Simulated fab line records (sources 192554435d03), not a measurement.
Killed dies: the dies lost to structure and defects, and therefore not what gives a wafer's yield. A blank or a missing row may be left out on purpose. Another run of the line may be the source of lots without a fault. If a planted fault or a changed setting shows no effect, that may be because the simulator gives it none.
Split-lot study / flow n5-finfet / 21 wafers read from 7 lots, route of 1938 steps

ABOUT THE SPLIT
At N5_BEOL_M6_ETCH_66 (etches SOC in N2/H2, target depth 80 nm, overetch 16 nm, time 120 s), the setting bias-w was moved away from the recipe's 150 W on 8 of the 21 wafers read, by -16.2% to +7.9%. For the rest of the wafers, this setting stayed at what the recipe calls for.

The reading comes from the split's own step.

THE READING
rf-vpp-V, in V, at N5_BEOL_M6_ETCH_66 (etches SOC in N2/H2, target depth 80 nm, overetch 16 nm, time 120 s). On this fab line, fault-free wafers typically give 524.6 V with a standard deviation of 2.6 V.

wafer=L074.1; tool, chamber at the split=rie-diel-02, 0; bias-w as run, W=150; against the recipe=recipe; rf-vpp-V, V=521.2; against lot-mates on the recipe=-
wafer=L074.4; tool, chamber at the split=rie-diel-02, 2; bias-w as run, W=150; against the recipe=recipe; rf-vpp-V, V=522.7; against lot-mates on the recipe=-
wafer=L074.6; tool, chamber at the split=rie-diel-02, 1; bias-w as run, W=150; against the recipe=recipe; rf-vpp-V, V=524.3; against lot-mates on the recipe=-
wafer=L079.1; tool, chamber at the split=rie-diel-06, 1; bias-w as run, W=150; against the recipe=recipe; rf-vpp-V, V=521.9; against lot-mates on the recipe=-
wafer=L079.2; tool, chamber at the split=rie-diel-06, 0; bias-w as run, W=141.6; against the recipe=-5.6%; rf-vpp-V, V=504.4; against lot-mates on the recipe=-18.1
wafer=L079.3; tool, chamber at the split=rie-diel-06, 2; bias-w as run, W=150; against the recipe=recipe; rf-vpp-V, V=523.1; against lot-mates on the recipe=-
wafer=L080.1; tool, chamber at the split=rie-diel-04, 1; bias-w as run, W=150; against the recipe=recipe; rf-vpp-V, V=525.8; against lot-mates on the recipe=-
wafer=L080.2; tool, chamber at the split=rie-diel-04, 0; bias-w as run, W=141.4; against the recipe=-5.7%; rf-vpp-V, V=507.2; against lot-mates on the recipe=-18.6
wafer=L080.3; tool, chamber at the split=rie-diel-04, 2; bias-w as run, W=141.4; against the recipe=-5.7%; rf-vpp-V, V=507.8; against lot-mates on the recipe=-18.0
wafer=L082.2; tool, chamber at the split=rie-diel-06, 2; bias-w as run, W=125.7; against the recipe=-16.2%; rf-vpp-V, V=467.3; against lot-mates on the recipe=-56.2
wafer=L082.3; tool, chamber at the split=rie-diel-06, 0; bias-w as run, W=150; against the recipe=recipe; rf-vpp-V, V=523.7; against lot-mates on the recipe=-
wafer=L082.5; tool, chamber at the split=rie-diel-06, 2; bias-w as run, W=150; against the recipe=recipe; rf-vpp-V, V=523.2; against lot-mates on the recipe=-
wafer=L085.1; tool, chamber at the split=rie-diel-06, 1; bias-w as run, W=150; against the recipe=recipe; rf-vpp-V, V=521.7; against lot-mates on the recipe=-
wafer=L085.3; tool, chamber at the split=rie-diel-06, 0; bias-w as run, W=128.6; against the recipe=-14.3%; rf-vpp-V, V=475.4; against lot-mates on the recipe=-46.7
wafer=L085.4; tool, chamber at the split=rie-diel-06, 2; bias-w as run, W=150; against the recipe=recipe; rf-vpp-V, V=522.5; against lot-mates on the recipe=-
wafer=L086.1; tool, chamber at the split=rie-diel-02, 2; bias-w as run, W=150; against the recipe=recipe; rf-vpp-V, V=523.4; against lot-mates on the recipe=-
wafer=L086.5; tool, chamber at the split=rie-diel-02, 3; bias-w as run, W=161.9; against the recipe=+7.9%; rf-vpp-V, V=549.7; against lot-mates on the recipe=+26.7
wafer=L086.6; tool, chamber at the split=rie-diel-02, 2; bias-w as run, W=150; against the recipe=recipe; rf-vpp-V, V=522.7; against lot-mates on the recipe=-
wafer=L089.4; tool, chamber at the split=rie-diel-02, 2; bias-w as run, W=136.5; against the recipe=-9.0%; rf-vpp-V, V=490.6; against lot-mates on the recipe=-31.3
wafer=L089.5; tool, chamber at the split=rie-diel-02, 2; bias-w as run, W=136.5; against the recipe=-9.0%; rf-vpp-V, V=492.2; against lot-mates on the recipe=-29.7
wafer=L089.6; tool, chamber at the split=rie-diel-02, 3; bias-w as run, W=150; against the recipe=recipe; rf-vpp-V, V=521.9; against lot-mates on the recipe=-

FIT RESULTS
A straight line over all 21 wafers: rf-vpp-V changes by +3.37 V for each +1% of bias-w; r = +1.00; the points scatter about the line by 1.7 V.
The same after taking each lot's own level away (the mean of its wafers on the recipe; 21 wafers): +3.37 V for each +1%; r = +1.00; scatter 0.87 V.
Per that fit: largest bias-w move, reading shift of 55 V.
Across the lots, their own levels run from 521.90 to 525.80 V, a range of 1.5 times the standard deviation given above.
Consequently the slope shifts little with the lot-to-lot level, the two slopes agreeing.
Check: -53.6 V against its lot-mates is what the line predicts for one of the wafers moved furthest among these (-16.2%) when that wafer is left out of the fit. Against them it came out at -56.2 V.
Tool readings at the split's step, against how far the setting was moved: rf-vpp-V r = +1.00.

OTHER SPLITS ON THESE WAFERS
Note: prior to the reading, these wafers also went through further splits. Each is held against what the fit with the lots' levels taken away leaves over:
other split on the same wafers=N5_BEOL_M5_ETCH_41 source-w; wafers away from the commonest value=6; r with rf-vpp-V (lot level and that fit taken away)=+0.26
other split on the same wafers=N5_BEOL_M6_COAT_22 spin-rpm; wafers away from the commonest value=6; r with rf-vpp-V (lot level and that fit taken away)=-0.14

THE WHOLE CHAIN: every reading that the file lists as answering this split, in the file's order
step=N5_BEOL_M6_ETCH_66; what it does=etches SOC in N2/H2, target depth 80 nm, overetch 16 nm, time 120 s; reading=rf-vpp-V; change (the file's fit)=+3.37 V for each +1% of the setting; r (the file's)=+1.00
step=N5_BEOL_M6_ETCH_66; what it does=etches SOC in N2/H2, target depth 80 nm, overetch 16 nm, time 120 s; reading=SiARC_of_BEOL_M6_COAT_64.thk-nm (the simulator's own value, which no gauge read); change (the file's fit)=-0.0668 nm for each +1% of the setting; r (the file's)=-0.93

FILE'S OWN FIT
rf-vpp-V changes by +3.37 V for each +1% of bias-w, r = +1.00.
